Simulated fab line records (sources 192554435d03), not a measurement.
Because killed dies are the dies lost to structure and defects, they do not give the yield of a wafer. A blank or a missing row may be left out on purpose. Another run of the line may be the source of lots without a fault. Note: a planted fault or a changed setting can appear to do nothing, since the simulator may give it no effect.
fab line records	flow n5Finfet
record: lots: 24	wafers: 72	lastDay: 19
route steps=1938 shown SD_EPI_P@316 SD_ACTIVATION@331 ILD0@344 HKMG_FIN@401 GATE_CUT@473
lots that met no fault: taken from a fault-free run of the same line
startH: hours from the record's opening day to when the first of the lot's shown wafers began	waitH: hours elapsed since this lot's preceding step	" identical to the entry in the row above	L1.1+2: several wafers, shown together as one row	- no value present, or no start provided	* or withheld: withheld	< > ~ a bound
route shown NAME@n: names a module that has steps shown in the file, with the first one's number in the route	usual: mean/standard deviation of fault-free wafers	same: alike in all rows	chamber/n: place in a boat	sites: the reading at each site	_std_site: how widely they spread, as a standard deviation	_edge_site: the outer-site mean with the inner-site mean subtracted	radiusMm: how far each site lies from the wafer's centre	mask NAME#n: copy n	behind: the tool/chamber that last shaped the wafer	hold: reason for holding the lot/hours on hold/outcome of the hold	device: whichever transistor did not switch (one of n, p or np)	end of line: the tests these same wafers got at the end of their route	for a step that has no rows: nothing shown but its recipe	killed: not the wafer's yield, but the dies lost to structure and defects at the first sort	map: a wafer's dies, x killed, . not, _ none there
set.NAME: the setting as run; set.NAME@STEP: as run at that earlier step	model.NAME: the simulator's own value behind a step, which no gauge read
route steps across a sampled set of lots; one table per step, one row per wafer
services: the hour from which a tool's chamber was out of use, counted from the record's first day as startH (under 0 if before that day), plus the number of hours and why
== steps ==
step: N5_SD_EPI_P_STRIP_40
recipe: chemistry: N2/H2	powerW: 1000	tempC: 250	h2Frac: 0.65	overashFraction: 0.3	pressureMtorr: withheld	n2FlowSccm: 1750	h2FlowSccm: 3250
usual: drypumpMotorCurrentA: 5.2/0.32	heaterPowerW: 334/41	oesProductAu: 0.761/0.011
lot.wafer	tool	chamber	startH	waitH	drypumpMotorCurrentA	heaterPowerW	oesProductAu	rfHoursCounterH
L074.2	plasmaAsher-02	0	56.44	0.0	5.6	356	0.765	34
L074.4	"	0	"	"	5.6	361	0.750	-
L074.5	"	1	"	"	5.4	261	0.773	-
L075.1	plasmaAsher-01	0	67.72	0.0	4.9	375	0.757	79
L075.3	"	1	"	"	4.9	339	0.760	-
L075.5	"	1	"	"	4.9	336	0.761	-
L076.1	plasmaAsher-01	0	74.18	0.0	4.9	369	0.762	81
L076.2	"	1	"	"	5.0	328	0.759	81
L076.6	"	0	"	"	4.9	372	0.781	-
L078.1	plasmaAsher-02	0	79.55	0.0	5.7	362	0.766	38
L078.2	"	1	"	"	5.4	260	0.761	38
L078.6	"	0	"	"	5.7	356	0.752	-
L077.2	plasmaAsher-01	1	81.14	0.0	4.9	332	0.764	82
L077.3	"	0	"	"	4.9	371	0.761	-
L077.4	"	1	"	"	4.9	337	0.759	-
L079.3	plasmaAsher-02	0	88.45	0.0	5.7	345	0.771	-
L079.4	"	1	"	"	5.4	269	0.765	-
L079.6	"	1	"	"	5.4	256	0.746	-
L080.1	plasmaAsher-01	1	91.61	0.0	4.9	330	0.768	84
L080.2	"	0	"	"	4.9	383	0.786	84
L080.6	"	1	"	"	5.0	334	0.769	-
L081.2	plasmaAsher-02	0	101.05	0.0	5.7	358	0.753	42
L081.3	"	0	"	"	5.7	357	0.748	-
L081.5	"	0	"	"	5.7	359	0.754	-
L082.2	plasmaAsher-01	1	110.78	0.0	4.9	344	0.765	89
L082.5	"	0	"	"	4.9	370	0.761	-
L082.6	"	1	"	"	5.0	339	0.769	-
L083.1	plasmaAsher-01	1	113.89	0.0	4.9	338	0.766	89
L083.2	"	0	"	"	4.9	365	0.752	89
L083.3	"	1	"	"	4.9	338	0.750	-
L084.1	plasmaAsher-01	0	125.72	0.0	5.0	376	0.763	91
L084.3	"	0	"	"	4.9	374	0.737	-
L084.6	"	0	"	"	4.9	377	0.767	-
L085.1	plasmaAsher-02	1	130.78	0.0	5.4	262	0.755	49
L085.2	"	0	"	"	5.7	354	0.770	49
L085.6	"	1	"	"	5.4	254	0.764	-
L086.4	plasmaAsher-02	0	132.54	0.0	5.7	353	0.745	-
L086.5	"	1	"	"	5.4	257	0.769	-
L086.6	"	0	"	"	5.7	363	0.765	-
L087.1	plasmaAsher-01	1	137.74	0.0	4.9	340	0.759	93
L087.3	"	0	"	"	4.9	374	0.748	-
L087.5	"	0	"	"	4.9	383	0.782	-
L088.2	plasmaAsher-02	1	143.54	0.0	5.4	256	0.770	51
L088.3	"	0	"	"	5.7	353	0.761	-
L088.6	"	0	"	"	5.7	347	0.761	-
L089.3	plasmaAsher-01	0	149.51	0.0	4.9	377	0.759	-
L089.4	"	1	"	"	4.9	342	0.760	-
L089.6	"	0	"	"	4.9	371	0.749	-
L090.1	plasmaAsher-02	0	151.98	0.0	5.7	351	0.757	53
L090.4	"	0	"	"	5.7	347	0.757	-
L090.6	"	0	"	"	5.7	359	0.747	-
L092.1	plasmaAsher-02	1	161.03	0.0	5.4	263	0.773	55
L092.4	"	0	"	"	5.7	354	0.767	-
L092.5	"	1	"	"	5.4	263	0.779	-
L091.1	plasmaAsher-01	0	163.35	0.0	4.9	374	0.756	98
L091.3	"	1	"	"	4.9	337	0.755	-
L091.4	"	0	"	"	4.9	372	0.754	-
L093.1	plasmaAsher-01	1	171.99	0.1	4.9	349	0.736	102
L093.4	"	1	"	"	4.9	338	0.768	-
L093.5	"	0	"	"	4.9	372	0.752	-
L094.2	plasmaAsher-01	1	177.24	0.2	4.9	332	0.771	104
L094.5	"	1	"	"	4.9	324	0.756	-
L094.6	"	0	"	"	4.9	363	0.791	-
L095.1	plasmaAsher-01	1	181.37	0.0	4.9	339	0.762	105
L095.3	"	1	"	"	4.9	340	0.729	-
L095.4	"	0	"	"	5.0	365	0.754	-
L096.4	plasmaAsher-01	0	190.30	0.0	4.9	374	0.769	-
L096.5	"	1	"	"	4.9	328	0.749	-
L096.6	"	0	"	"	4.9	364	0.739	-
L097.1	plasmaAsher-02	0	196.27	0.0	5.7	353	0.762	56
L097.2	"	1	"	"	5.4	250	0.773	56
L097.5	"	1	"	"	5.5	258	0.769	-
step: N5_SD_ACTIVATION_LSA_01
recipe: tempC: 1080	timeS: 0.0008	ambient: N2
usual: wafer_temp_C_max: 1084.5/1
lot.wafer	tool	chamber	startH	waitH	wafer_temp_C_max
L074.2	laserAnneal-01	0	60.44	0.2	1082.7
L074.4	"	0	"	"	1081.8
L074.5	"	0	"	"	1082.2
L075.1	laserAnneal-01	0	71.71	0.2	1082.7
L075.3	"	0	"	"	1085.1
L075.5	"	0	"	"	1083.3
L076.1	laserAnneal-02	0	78.09	0.2	1085.7
L076.2	"	0	"	"	1085.2
L076.6	"	0	"	"	1084.2
L078.1	laserAnneal-01	0	82.73	0.2	1082.8
L078.2	"	0	"	"	1083.3
L078.6	"	0	"	"	1082.8
L077.2	laserAnneal-02	0	85.12	0.2	1083.7
L077.3	"	0	"	"	1084.4
L077.4	"	0	"	"	1085.7
L079.3	laserAnneal-02	0	91.61	0.2	1085.1
L079.4	"	0	"	"	1085.0
L079.6	"	0	"	"	1085.2
L080.1	laserAnneal-02	0	95.71	0.2	1085.1
L080.2	"	0	"	"	1084.9
L080.6	"	0	"	"	1086.3
L081.2	laserAnneal-02	0	104.20	0.2	1084.8
L081.3	"	0	"	"	1085.9
L081.5	"	0	"	"	1084.5
L082.2	laserAnneal-02	0	114.17	0.2	1085.7
L082.5	"	0	"	"	1084.3
L082.6	"	0	"	"	1084.0
L083.1	laserAnneal-02	0	117.88	0.2	1087.0
L083.2	"	0	"	"	1084.4
L083.3	"	0	"	"	1086.1
L084.1	laserAnneal-02	0	130.80	0.2	1085.1
L084.3	"	0	"	"	1084.9
L084.6	"	0	"	"	1083.7
L085.1	laserAnneal-02	0	135.85	0.2	1084.2
L085.2	"	0	"	"	1084.8
L085.6	"	0	"	"	1086.2
L086.4	laserAnneal-02	0	137.69	0.2	1084.3
L086.5	"	0	"	"	1084.4
L086.6	"	0	"	"	1084.1
L087.1	laserAnneal-02	0	141.70	0.2	1084.7
L087.3	"	0	"	"	1085.2
L087.5	"	0	"	"	1084.1
L088.2	laserAnneal-02	0	148.66	0.2	1085.2
L088.3	"	0	"	"	1084.9
L088.6	"	0	"	"	1083.2
L089.3	laserAnneal-02	0	153.71	0.2	1084.1
L089.4	"	0	"	"	1083.7
L089.6	"	0	"	"	1083.9
L090.1	laserAnneal-02	0	157.07	0.2	1084.5
L090.4	"	0	"	"	1083.9
L090.6	"	0	"	"	1084.8
L092.1	laserAnneal-02	0	165.00	0.2	1085.7
L092.4	"	0	"	"	1085.7
L092.5	"	0	"	"	1084.1
L091.1	laserAnneal-02	0	168.43	0.2	1084.9
L091.3	"	0	"	"	1086.1
L091.4	"	0	"	"	1084.7
L093.1	laserAnneal-02	0	177.16	0.2	1084.5
L093.4	"	0	"	"	1084.7
L093.5	"	0	"	"	1084.8
L094.2	laserAnneal-02	0	182.63	0.3	1084.2
L094.5	"	0	"	"	1083.8
L094.6	"	0	"	"	1085.1
L095.1	laserAnneal-02	0	184.55	0.2	1083.7
L095.3	"	0	"	"	1083.0
L095.4	"	0	"	"	1084.4
L096.4	laserAnneal-02	0	194.42	0.2	1086.4
L096.5	"	0	"	"	1084.3
L096.6	"	0	"	"	1085.0
L097.1	laserAnneal-02	0	200.18	0.2	1085.2
L097.2	"	0	"	"	1085.5
L097.5	"	0	"	"	1086.2
step: N5_ILD0_CMP_12
recipe: stopOn: poly-Si	material: SiNx	tOverpolishS: 6	postCmpClean: alkalineBrush	downForcePsi: 2.5	platenRpm: 51.8	padVelocityMS: 1.0307	targetThkNm: 17.67
usual: motorCurrentA: 9.1/0.73	overpolishRunS: 6.001/0.0096	timeToEndpointS: 28.3/2.6
lot.wafer	tool	chamber	startH	waitH	motorCurrentA	overpolishRunS	timeToEndpointS
L074.2	cmp-01	1	67.03	1.1	9.6	5.996	28.5
L074.4	"	2	"	"	9.2	6.012	26.6
L074.5	"	2	"	"	9.2	6.005	25.7
L075.1	cmp-03	1	78.18	1.1	11.4	5.996	28.4
L075.3	"	0	"	"	8.1	5.993	27.1
L075.5	"	2	"	"	9.8	5.976	29.0
L076.2	cmp-01	2	84.60	1.1	8.9	6.010	25.9
L076.1	"	3	"	"	9.4	6.017	27.1
L076.6	"	2	"	"	9.2	6.004	25.4
L078.1	cmp-03	1	89.35	1.2	10.9	6.016	27.9
L078.2	"	2	"	"	9.7	5.998	28.9
L078.6	"	0	"	"	7.9	5.997	25.4
L077.2	cmp-04	3	93.63	1.2	10.4	5.974	27.2
L077.3	"	0	"	"	9.0	5.999	30.6
L077.4	"	1	"	"	8.4	6.001	27.2
L079.3	cmp-01	2	98.32	1.2	10.0	6.006	28.7
L079.4	"	3	"	"	9.2	6.007	31.1
L079.6	"	1	"	"	9.8	5.994	31.2
L080.1	cmp-01	2	102.29	1.1	9.0	6.009	33.0
L080.2	"	0	"	"	9.0	6.007	32.6
L080.6	"	3	"	"	9.1	5.994	29.8
L081.2	cmp-03	1	110.67	1.2	10.6	5.998	24.6
L081.3	"	3	"	"	8.4	5.998	25.7
L081.5	"	1	"	"	10.7	6.004	26.7
L082.2	cmp-04	3	120.81	1.2	9.3	6.013	24.6
L082.5	"	0	"	"	8.8	6.011	26.9
L082.6	"	1	"	"	9.0	5.988	26.0
L083.2	cmp-03	2	125.47	1.1	9.7	6.013	31.8
L083.1	"	0	"	"	7.9	5.995	27.4
L083.3	"	1	"	"	10.6	5.996	30.5
L084.1	cmp-01	2	137.32	1.2	9.4	6.004	28.8
L084.3	"	3	"	"	8.9	5.987	28.2
L084.6	"	2	"	"	9.0	5.992	28.5
L085.2	cmp-01	1	142.68	1.1	9.4	6.000	28.0
L085.1	"	0	"	"	8.6	6.014	31.6
L085.6	"	1	"	"	9.1	5.990	27.6
L086.4	cmp-03	3	145.96	1.2	8.5	6.003	24.0
L086.5	"	2	"	"	9.2	6.011	29.0
L086.6	"	3	"	"	8.2	6.006	25.3
L087.1	cmp-03	1	148.97	1.2	10.3	5.989	22.7
L087.3	"	3	"	"	8.1	6.010	21.9
L087.5	"	1	"	"	10.3	6.008	24.0
L088.3	cmp-01	2	155.18	1.2	9.4	6.011	30.4
L088.2	"	3	"	"	9.6	6.001	31.4
L088.6	"	1	"	"	9.5	6.008	33.5
L089.3	cmp-01	3	160.22	1.1	8.9	5.991	24.4
L089.4	"	2	"	"	9.2	5.992	26.4
L089.6	"	3	"	"	8.8	5.979	26.3
L090.4	cmp-04	0	163.55	1.1	8.4	5.993	29.0
L090.1	"	3	"	"	9.9	6.003	29.5
L090.6	"	1	"	"	8.4	6.001	27.3
L092.4	cmp-01	0	171.70	0.1	8.6	6.003	32.6
L092.1	"	2	"	"	9.8	6.009	29.1
L092.5	"	3	"	"	9.0	6.020	29.2
L091.3	cmp-04	1	175.35	1.2	8.7	5.996	30.8
L091.1	"	2	"	"	8.4	5.992	30.6
L091.4	"	3	"	"	10.1	5.987	26.8
L093.1	cmp-03	3	183.96	1.2	8.6	6.004	23.5
L093.4	"	1	"	"	10.8	5.991	26.8
L093.5	"	3	"	"	8.3	6.000	23.4
L094.2	cmp-03	1	189.53	1.2	10.7	6.005	25.8
L094.6	"	2	"	"	9.7	5.991	27.7
L094.5	"	3	"	"	8.6	6.012	23.4
L095.4	cmp-04	3	191.17	1.2	9.7	5.992	26.9
L095.3	"	0	"	"	8.5	6.005	29.0
L095.1	"	1	"	"	8.8	6.008	28.5
L096.4	cmp-04	2	201.31	1.1	8.7	5.987	31.1
L096.6	"	2	"	"	8.2	6.001	28.9
L096.5	"	3	"	"	9.4	5.993	28.6
L097.1	cmp-01	1	206.75	1.2	9.8	6.012	32.8
L097.2	"	2	"	"	9.5	5.990	30.1
L097.5	"	0	"	"	8.8	5.996	31.3
step: N5_HKMG_FIN_DESCUM_53
recipe: chemistry: O2	timeS: 7.9	sourcePowerW: 50	biasPowerW: 20	pressureMtorr: 20	rfFrequencyHz: 2.712e+07	tempC: 40	resist: CAR-ArF	o2FlowSccm: 225
usual: drypumpMotorCurrentA: 5.9/0.43	oesProductAu: 0.78/0.069	rfVppV: 243.4/1.2	showerheadPlenumPTorr: 2.10/0.061	throttleValvePct: 20.4/0.33
lot.wafer	tool	chamber	startH	waitH	drypumpMotorCurrentA	oesProductAu	rfHoursCounterH	rfVppV	showerheadPlenumPTorr	throttleValvePct
L074.2	rieDiel-06	0	74.71	0.0	5.8	0.83	89	244.3	2.21	20.4
L074.4	"	3	"	"	5.3	0.93	3	244.4	2.15	20.4
L074.5	"	3	"	"	5.3	0.92	-	242.6	2.15	20.4
L075.1	rieDiel-06	2	85.05	0.0	5.4	0.75	161	242.7	2.09	20.3
L075.3	"	3	"	"	5.3	0.91	7	244.1	2.15	20.4
L075.5	"	1	"	"	6.5	0.73	-	244.8	2.13	20.5
L076.1	rieDiel-03	1	91.58	0.0	5.5	0.83	55	245.7	2.13	20.6
L076.2	"	2	"	"	5.4	0.76	144	244.1	2.06	20.0
L076.6	"	1	"	"	5.5	0.83	-	244.7	2.13	20.6
L078.1	rieDiel-01	3	96.30	0.5	6.1	0.73	198	243.1	2.09	20.9
L078.2	"	1	"	"	6.0	0.73	141	241.1	1.99	20.2
L078.6	"	1	"	"	5.9	0.74	-	241.6	1.99	20.2
L077.2	rieDiel-01	3	101.02	0.0	6.1	0.73	200	242.5	2.09	20.9
L077.3	"	0	"	"	6.5	0.80	114	244.9	2.19	20.5
L077.4	"	2	"	"	6.3	0.99	5	243.0	2.15	20.5
L079.3	rieDiel-03	0	104.90	0.4	6.1	0.75	146	242.9	2.13	20.9
L079.4	"	0	"	"	6.1	0.74	-	242.7	2.13	21.0
L079.6	"	2	"	"	5.4	0.76	-	242.4	2.06	20.0
L080.1	rieDiel-06	2	108.87	0.3	5.4	0.75	170	243.5	2.09	20.3
L080.2	"	1	"	"	6.6	0.72	214	244.9	2.13	20.5
L080.6	"	1	"	"	6.6	0.72	-	244.7	2.13	20.5
L081.2	rieDiel-03	2	117.47	0.1	5.4	0.76	158	243.3	2.06	20.0
L081.3	"	3	"	"	6.3	0.88	56	243.4	2.02	19.9
L081.5	"	2	"	"	5.4	0.75	-	242.4	2.06	20.0
L082.2	rieDiel-03	2	126.94	0.0	5.4	0.74	162	243.0	2.06	20.0
L082.5	"	3	"	"	6.3	0.88	-	242.3	2.02	19.9
L082.6	"	2	"	"	5.4	0.75	-	243.7	2.06	20.0
L083.1	rieDiel-01	1	131.89	0.0	6.0	0.73	153	242.5	1.99	20.2
L083.2	"	0	"	"	6.4	0.80	125	244.9	2.19	20.5
L083.3	"	2	"	"	6.2	0.96	15	243.4	2.15	20.5
L084.1	rieDiel-03	0	143.94	0.0	6.1	0.72	162	244.1	2.12	21.0
L084.3	"	1	"	"	5.5	0.83	60	244.3	2.13	20.6
L084.6	"	2	"	"	5.4	0.73	-	244.5	2.05	20.0
L085.1	rieDiel-06	3	149.89	0.8	5.3	0.86	26	243.3	2.14	20.4
L085.2	"	1	"	"	6.5	0.71	227	242.9	2.12	20.5
L085.6	"	2	"	"	5.4	0.75	-	242.9	2.08	20.3
L086.4	rieDiel-06	1	152.84	0.0	6.5	0.72	229	243.7	2.12	20.5
L086.5	"	1	"	"	6.5	0.73	-	243.9	2.12	20.5
L086.6	"	2	"	"	5.4	0.76	-	243.5	2.08	20.3
L087.1	rieDiel-03	2	156.16	0.3	5.4	0.74	172	242.8	2.05	20.0
L087.3	"	0	"	"	6.1	0.73	167	245.8	2.12	21.0
L087.5	"	2	"	"	5.4	0.74	-	241.9	2.05	20.0
L088.2	rieDiel-01	3	162.10	0.0	6.1	0.70	219	242.5	2.09	21.0
L088.3	"	2	"	"	6.2	0.93	25	243.5	2.15	20.6
L088.6	"	3	"	"	6.1	0.71	-	240.6	2.09	20.9
L089.3	rieDiel-03	1	166.47	0.0	5.4	0.83	69	242.5	2.13	20.6
L089.4	"	3	"	"	6.3	0.86	73	242.3	2.02	19.9
L089.6	"	1	"	"	5.4	0.82	-	244.3	2.13	20.6
L090.1	rieDiel-03	0	170.24	0.0	6.1	0.73	171	242.5	2.12	21.0
L090.4	"	1	"	"	5.5	0.82	71	243.0	2.13	20.6
L090.6	"	2	"	"	5.4	0.73	-	243.2	2.05	20.0
L092.1	rieDiel-06	2	178.11	0.2	5.4	0.73	193	242.9	2.08	20.3
L092.4	"	1	"	"	6.5	0.71	238	245.0	2.12	20.5
L092.5	"	0	"	"	5.7	0.80	-	244.5	2.20	20.5
L091.1	rieDiel-06	1	181.76	0.0	6.5	0.69	239	243.2	2.12	20.5
L091.3	"	2	"	"	5.4	0.73	193	242.9	2.08	20.3
L091.4	"	0	"	"	5.7	0.80	122	245.4	2.20	20.5
L093.1	rieDiel-01	3	190.29	0.0	6.2	0.70	229	243.4	2.08	21.0
L093.4	"	1	"	"	6.0	0.72	174	241.7	1.98	20.3
L093.5	"	0	"	"	6.5	0.77	-	244.5	2.18	20.6
L094.2	rieDiel-03	2	197.43	0.2	5.4	0.73	187	241.6	2.05	20.1
L094.5	"	2	"	"	5.4	0.73	-	242.2	2.05	20.1
L094.6	"	3	"	"	6.3	0.85	-	241.8	2.01	19.9
L095.1	rieDiel-01	1	197.77	0.4	5.9	0.72	177	241.8	1.98	20.3
L095.3	"	0	"	"	6.4	0.78	149	244.7	2.18	20.6
L095.4	"	2	"	"	6.2	0.91	37	244.2	2.14	20.6
L096.4	rieDiel-03	2	207.61	0.0	5.4	0.72	191	243.3	2.05	20.1
L096.5	"	1	"	"	5.4	0.81	-	244.1	2.12	20.6
L096.6	"	2	"	"	5.4	0.72	-	243.9	2.05	20.1
L097.1	rieDiel-01	1	213.01	0.0	6.0	0.72	182	241.3	1.98	20.3
L097.2	"	3	"	"	6.1	0.70	237	243.2	2.08	21.0
L097.5	"	0	"	"	6.5	0.78	-	244.2	2.18	20.6
step: N5_GATE_CUT_SAC_CAP_01
recipe: material: SiNx	targetThkA: 240	tempC: 400	aldPrecursorFamily: SiH2I2	aldCoReactant: N2/H2-plasma	pulseTimeS: 1	aldCycles: 480	purgeTimeS: 2	coReactantPurgeTimeS: 2	pressureTorr: 2
usual: heaterPowerW: 846/91	precursorPulseHeightRel: 1.000/0.02
same: aldCycles: 480
lot.wafer	tool	chamber	startH	waitH	heaterPowerW	precursorPulseHeightRel
L074.2	aldSin-02	1	83.99	0.0	975	1.020
L074.4	"	2	"	"	789	1.003
L074.5	"	1	85.08	1.1	987	0.981
L075.1	aldSin-04	2	94.21	0.5	935	1.013
L075.3	"	1	"	"	849	0.974
L075.5	"	2	95.30	1.6	924	0.989
L076.1	aldSin-01	0	100.92	0.7	707	1.017
L076.2	"	2	"	"	839	1.010
L076.6	"	1	102.01	1.7	833	0.993
L078.1	aldSin-04	2	104.60	0.0	881	0.962
L078.2	"	0	"	"	867	1.013
L078.6	"	1	105.69	1.1	854	0.998
L077.2	aldSin-04	3	109.52	0.0	942	0.962
L077.3	"	2	"	"	918	1.013
L077.4	"	0	"	"	847	1.003
L079.3	aldSin-01	0	113.75	0.0	718	1.017
L079.4	"	1	"	"	838	0.998
L079.6	"	1	114.84	1.1	846	1.012
L080.1	aldSin-04	3	117.82	0.0	915	0.979
L080.2	"	2	"	"	905	1.019
L080.6	"	0	118.90	1.1	856	0.992
L081.2	aldSin-02	3	125.92	0.0	879	0.961
L081.3	"	2	"	"	780	0.992
L081.5	"	2	127.00	1.1	768	1.007
L082.2	aldSin-02	3	135.30	0.0	883	1.029
L082.5	"	0	136.39	1.1	761	1.026
L082.6	"	1	"	"	964	0.999
L083.1	aldSin-01	2	140.28	0.0	856	0.999
L083.2	"	1	"	"	808	1.041
L083.3	"	0	"	"	713	1.002
L084.1	aldSin-04	0	152.56	0.0	873	0.980
L084.3	"	3	"	"	934	0.959
L084.6	"	3	153.65	1.1	900	0.995
L085.1	aldSin-01	3	158.69	0.0	605	1.037
L085.2	"	0	"	"	711	1.017
L085.6	"	2	159.78	1.1	837	0.981
L086.4	aldSin-02	0	161.82	0.0	742	0.973
L086.5	"	2	162.90	1.1	774	1.011
L086.6	"	3	"	"	881	0.960
L087.1	aldSin-02	0	164.55	0.0	711	1.030
L087.3	"	3	"	"	891	0.998
L087.5	"	2	165.64	1.1	770	0.998
L088.2	aldSin-02	2	171.31	0.0	774	1.012
L088.3	"	0	"	"	750	0.973
L088.6	"	3	172.39	1.1	879	0.966
L089.3	aldSin-01	3	176.12	0.6	632	0.988
L089.4	"	0	177.21	1.7	717	0.980
L089.6	"	3	"	"	610	1.020
L090.1	aldSin-02	2	179.67	0.1	764	1.001
L090.4	"	2	180.76	1.2	770	1.003
L090.6	"	3	"	"	905	0.990
L092.1	aldSin-04	3	186.54	0.0	921	1.004
L092.4	"	1	"	"	848	1.027
L092.5	"	2	187.63	1.1	949	0.983
L091.1	aldSin-02	2	190.43	0.0	783	0.971
L091.3	"	3	"	"	884	1.012
L091.4	"	2	191.52	1.1	773	0.984
L093.1	aldSin-02	3	198.66	0.0	919	1.002
L093.4	"	0	"	"	744	1.028
L093.5	"	3	199.74	1.1	892	1.004
L094.2	aldSin-02	0	206.24	0.5	757	0.962
L094.5	"	1	207.32	1.6	955	1.046
L094.6	"	2	"	"	782	1.069
L095.1	aldSin-04	1	206.64	0.5	859	1.014
L095.3	"	2	"	"	901	0.997
L095.4	"	3	"	"	925	0.996
L096.4	aldSin-02	0	216.03	0.0	783	0.976
L096.5	"	1	217.11	1.1	983	0.976
L096.6	"	0	"	"	732	0.995
L097.1	aldSin-04	0	222.50	1.0	867	1.003
L097.2	"	1	"	"	844	0.999
L097.5	"	2	223.59	2.0	941	1.028
step: N5_GATE_CUT_THK_MEAS_24
recipe: reads: SiO2_of_GATE_CUT_HM_DEP_46+SiO2_flowable_of_ILD0_FCVD_FILL_01
usual: GC_FILL_THK: 218.6/2
lot.wafer	tool	chamber	startH	waitH	GC_FILL_THK[nm]
L074.2	filmMetro-02	-	90.39	-	219.0
L074.4	"	-	"	"	218.9
L074.5	"	-	"	"	217.9
L075.1	filmMetro-02	-	99.92	-	218.2
L075.3	"	-	"	"	217.1
L075.5	"	-	"	"	221.3
L076.1	filmMetro-01	-	106.86	-	215.8
L076.2	"	-	"	"	217.4
L076.6	"	-	"	"	218.6
L078.1	filmMetro-02	-	110.41	-	217.9
L078.2	"	-	"	"	216.9
L078.6	"	-	"	"	219.8
L077.2	filmMetro-02	-	115.20	-	218.2
L077.3	"	-	"	"	216.7
L077.4	"	-	"	"	220.9
L079.3	filmMetro-02	-	119.56	-	217.6
L079.4	"	-	"	"	218.6
L079.6	"	-	"	"	221.1
L080.1	filmMetro-02	-	123.60	-	218.0
L080.2	"	-	"	"	214.4
L080.6	"	-	"	"	218.9
L081.2	filmMetro-01	-	131.60	-	213.1
L081.3	"	-	"	"	217.4
L081.5	"	-	"	"	217.7
L082.2	filmMetro-02	-	141.52	-	217.6
L082.5	"	-	"	"	220.3
L082.6	"	-	"	"	220.2
L083.1	filmMetro-02	-	147.41	-	217.1
L083.2	"	-	"	"	218.2
L083.3	"	-	"	"	220.9
L084.1	filmMetro-01	-	158.34	-	216.1
L084.3	"	-	"	"	219.0
L084.6	"	-	"	"	218.5
L085.1	filmMetro-01	-	165.02	-	217.7
L085.2	"	-	"	"	216.4
L085.6	"	-	"	"	223.4
L086.4	filmMetro-02	-	167.87	-	219.6
L086.5	"	-	"	"	220.4
L086.6	"	-	"	"	219.7
L087.1	filmMetro-01	-	170.68	-	219.1
L087.3	"	-	"	"	219.2
L087.5	"	-	"	"	220.2
L088.2	filmMetro-02	-	177.03	-	219.4
L088.3	"	-	"	"	217.8
L088.6	"	-	"	"	223.2
L089.3	filmMetro-02	-	182.75	-	218.2
L089.4	"	-	"	"	218.8
L089.6	"	-	"	"	218.6
L090.1	filmMetro-02	-	185.75	-	221.6
L090.4	"	-	"	"	217.7
L090.6	"	-	"	"	218.0
L092.1	filmMetro-02	-	192.98	-	214.7
L092.4	"	-	"	"	220.6
L092.5	"	-	"	"	218.4
L091.1	filmMetro-02	-	198.27	-	216.0
L091.3	"	-	"	"	216.5
L091.4	"	-	"	"	222.1
L093.1	filmMetro-02	-	204.33	-	218.6
L093.4	"	-	"	"	218.8
L093.5	"	-	"	"	221.1
L094.2	filmMetro-02	-	212.05	-	215.0
L094.5	"	-	"	"	219.6
L094.6	"	-	"	"	217.1
L095.1	filmMetro-01	-	212.32	-	221.1
L095.3	"	-	"	"	219.4
L095.4	"	-	"	"	222.3
L096.4	filmMetro-02	-	222.13	-	216.7
L096.5	"	-	"	"	217.1
L096.6	"	-	"	"	219.1
L097.1	filmMetro-02	-	228.64	-	219.1
L097.2	"	-	"	"	216.2
L097.5	"	-	"	"	221.5
== services ==
tool	chamber	startH	hours	kind
cmp-01	-	34.39	4.0	pm
cmp-04	-	45.54	1.8	repair
laserAnneal-02	-	46.94	4.5	pm
cmp-04	-	47.48	0.2	repair
cmp-04	-	50.13	3.7	repair
laserAnneal-02	-	51.46	24.0	pm
rieDiel-03	3	52.75	23.1	repair
cmp-04	-	56.75	0.5	repair
cmp-03	-	59.86	5.8	pm
rieDiel-03	1	92.41	36.0	repair
cmp-01	-	117.98	0.6	repair
cmp-01	-	124.82	5.8	repair
plasmaAsher-02	-	134.18	1.1	repair
laserAnneal-02	-	141.88	3.3	pm
cmp-01	-	162.61	1.0	repair
plasmaAsher-02	-	163.55	28.1	pm
aldSin-04	2	164.94	4.4	repair
cmp-01	-	173.77	0.7	repair
aldSin-02	0	176.86	13.6	repair
cmp-01	-	177.34	6.2	pm
cmp-01	-	198.41	2.6	repair
laserAnneal-02	-	208.31	10.2	repair
aldSin-04	3	221.86	24.5	repair
rieDiel-03	-	222.26	2.8	pm
== key ==
fault none
